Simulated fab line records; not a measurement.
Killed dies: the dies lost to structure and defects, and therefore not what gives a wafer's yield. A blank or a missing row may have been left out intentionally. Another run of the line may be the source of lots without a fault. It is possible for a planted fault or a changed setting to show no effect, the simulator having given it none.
3 desks looking at one fault | flow n5 finfet | what lay behind the numbers comes last; until then each desk has only its own

## FOR THE TOOL OWNER'S DESK: rie diel-02
The tool's own readings at N5_BEOL_M11_ETCH_66 (etches SOC in N2/H2, target depth 120 nm, overetch 24 nm, time 180 s): means of the sampled wafers that have a number, for each lot that ran on this tool. Marked OUT: a lot whose mean sits more than 4 standard deviations from the usual mean, which makes it out of limits; the brackets give that distance.
Columns: A = drypump motor current A at N5_BEOL_M11_ETCH_66, usual 5.9 A; B = oes product au at N5_BEOL_M11_ETCH_66, usual 0.67 a.u.; C = rf vpp V at N5_BEOL_M11_ETCH_66, usual 524.0 V; D = run length s at N5_BEOL_M11_ETCH_66, usual 203.5 s; E = showerhead plenum p Torr at N5_BEOL_M11_ETCH_66, usual 2.55 Torr; F = temp c at N5_BEOL_M11_ETCH_66, usual 40.03 C; G = throttle valve pct at N5_BEOL_M11_ETCH_66, usual 17.76 %
lot  | first seen here | A   | B    | C     | D               | E    | F     | G
L591 | day 13 01:50    | 6.2 | 0.68 | 525.9 | 203.1           | 2.60 | 39.90 | 17.91
L599 | day 15 05:04    | 6.5 | 0.62 | 523.2 | 214.5 (+28) OUT | 2.52 | 40.03 | 18.01
L603 | day 15 20:34    | 6.6 | 0.58 | 522.7 | 220.3 (+43) OUT | 2.54 | 39.92 | 18.06
L601 | day 16 02:26    | 6.5 | 0.61 | 523.4 | 220.1 (+43) OUT | 2.51 | 40.05 | 18.02
Finding of this desk: L599, L601, L603 out of limits; the first was L599 at day 15 05:04, on run length s at N5_BEOL_M11_ETCH_66. L591: within limits.

## THE DEFECT DESK
Lot by lot, what the route's inspections counted, given as the mean of those sampled wafers with a number. Marked OUT: a lot whose mean sits more than 4 standard deviations from the usual mean, which makes it out of limits; the brackets give that distance.
Columns: A = raw defect count at N5_BEOL_M11_INSPECT_30, usual 395
lot  | first seen here | A
L584 | day 10 18:38    | 430
L591 | day 13 01:43    | 440
L595 | day 13 17:58    | 393
L599 | day 15 04:57    | 448
L603 | day 15 20:27    | 504
L601 | day 16 02:16    | 390
L604 | day 16 22:10    | 357
This desk's verdict: no lot among the 7 shows anything out of limits.

## THE METROLOGY DESK
What the gauges read, lot by lot, whatever tool the lot ran on: means of the sampled wafers that have a number. Marked OUT: a lot whose mean sits more than 4 standard deviations from the usual mean, which makes it out of limits; the brackets give that distance.
Columns: A = cd nm at N5_BEOL_M11_CD_MEAS_28, usual 70.8 nm; B = V10_OVL at N5_BEOL_M11_OVL_MEAS_29, usual 0.0 nm
lot  | first seen here | A    | B
L584 | day 10 18:35    | 70.3 | -0.7
L591 | day 13 01:40    | 72.0 | 0.7
L595 | day 13 17:55    | 70.7 | 0.3
L599 | day 15 04:53    | 70.8 | 1.0
L603 | day 15 20:24    | 70.8 | 0.6
L601 | day 16 02:13    | 71.8 | -0.5
L604 | day 16 22:07    | 71.9 | 0.3
This desk's verdict: no lot among the 7 shows anything out of limits.

## PUT TOGETHER
The tool owner's desk could have raised an alarm at day 15 05:04, on L599, L601, L603.
No out-of-limits result turned up at the defect desk.
Metrology desk: nothing out of limits seen.
The defect desk has L599, L601, L603 on record, within its limits.
The metrology desk holds a record of L599, L601, L603, inside its limits.
Of the lots named, all ran N5_BEOL_M11_ETCH_66 on rie diel-02.

## WHAT THE SIMULATOR HAD INSERTED
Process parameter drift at N5_BEOL_M11_ETCH_66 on rie diel-02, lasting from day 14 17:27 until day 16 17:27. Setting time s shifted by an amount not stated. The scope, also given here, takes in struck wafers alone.
Struck lots among those shown: L599, L601, L603.
How many hours passed from the start of the fault until each desk's first out-of-limits reading: the tool owner's desk, 12.
